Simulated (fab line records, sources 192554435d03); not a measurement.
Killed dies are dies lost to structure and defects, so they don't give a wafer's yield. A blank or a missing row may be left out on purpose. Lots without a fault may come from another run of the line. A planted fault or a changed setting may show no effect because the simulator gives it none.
Chamber matching | flow n5_finfet | N5_SDB_ETCH_25 on rie_diel-01: 4 sister chambers
The step etches SiO2 in C4F6/O2, target depth 10 nm, time 3.3 s. 4 wafers are shown with their chamber, then 7 later ones without.

WAFERS WITH THEIR CHAMBER
wafer  | chamber | rf_vpp_V (V)
L077.2 | 0       | 698
L080.5 | 1       | 643
L091.4 | 3       | 672
L091.5 | 2       | 648

WAFERS WITHOUT THEIR CHAMBER
wafer  | rf_vpp_V (V)
L091.6 | 671
L092.2 | 645
L092.3 | 671
L092.5 | 699
L093.3 | 670
L093.5 | 670
L093.6 | 647

WHICH CHAMBER EACH WENT THROUGH
wafer  | from the rows above     | in truth
L091.6 | 3                       | 3
L092.2 | can't be placed: 1 or 2 | 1
L092.3 | 3                       | 3
L092.5 | 0                       | 0
L093.3 | 3                       | 3
L093.5 | 3                       | 3
L093.6 | can't be placed: 2 or 1 | 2
Placed correctly: 5 of 7. Can't be placed from these rows: 2 (the true chamber is among the candidates in 2). Placed wrongly: 0.
How it was worked out, from the rows above alone: a wafer's distance from a chamber is the root of the sum, over the readings, of the square of ((its reading less the chamber's mean) divided by the reading's scatter). The wafer belongs to the nearest chamber; if the next one is less than 2 further off, it can't be placed. A chamber's mean is the mean of its shown wafers. The scatter: with one shown wafer a chamber, the root of the mean of the squares of how far each hidden wafer lies from its nearest shown one.
